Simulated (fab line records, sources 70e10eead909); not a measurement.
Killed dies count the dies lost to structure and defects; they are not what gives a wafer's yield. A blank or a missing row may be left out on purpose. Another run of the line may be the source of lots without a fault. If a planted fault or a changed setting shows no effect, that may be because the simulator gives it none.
Which tool is to blame?	flow nand harc	19 wafers from 7 lots sampled at 2 of the route's 1302 steps

== WHAT THE GAUGES SHOWED, per wafer ==
NHARC_P_BONDPAD_THK_MEAS_20: measures by xrf.
lot	measured	on	thk nm (nm)
L698	day 7 21:10	film metro-02	164.7 159.5 159.9
L700	day 8 17:02	film metro-01	162.6 156.5 160.0
L702	day 9 12:28	film metro-01	160.1 163.3 162.6
L708	day 11 23:26	film metro-01	159.6
L714	day 14 14:43	film metro-02	161.4 161.0 163.7
L716	day 15 10:17	film metro-01	161.5 162.6 160.5
L718	day 16 03:05	film metro-02	157.9 159.9 161.2

== TOOL THAT RAN EACH LOT (tool first, then ch and the chambers of the sampled wafers, then the start) ==
lot	NHARC_P_BONDPAD_STRIP_15
L698	rie diel-12 ch 1,2,3, day 7 19:12
L700	rie diel-01 ch 0,1,3, day 8 15:05
L702	rie diel-09 ch 1,3, day 9 10:30
L708	rie diel-09 ch 0, day 11 21:28
L714	rie diel-01 ch 0,1,2, day 14 12:47
L716	rie diel-12 ch 0,2, day 15 08:18
L718	rie diel-09 ch 1,3, day 16 01:09
- NHARC_P_BONDPAD_STRIP_15: strips in O2.

== THE ANSWER, worked out from the rows above alone ==
Rule: usual is defined by the lots themselves. Put in order of their means at a reading, lots are off if they are a third of the lots or fewer, leave a main group of 4 or more, and stand apart from it by a gap of 3 or more times the standard deviation of the main group's means; of several such gaps the widest counts. If all means in a main group match to the digits the tables above print for the reading, that group is not used. A lot without any number at a reading at which 4 lots or more have one is off too. The other lots that the step has rows for count as sound.
No lot is off on any of the readings shown, so nothing can be concluded from this.

== WHAT THE SIMULATOR HAD INSERTED ==
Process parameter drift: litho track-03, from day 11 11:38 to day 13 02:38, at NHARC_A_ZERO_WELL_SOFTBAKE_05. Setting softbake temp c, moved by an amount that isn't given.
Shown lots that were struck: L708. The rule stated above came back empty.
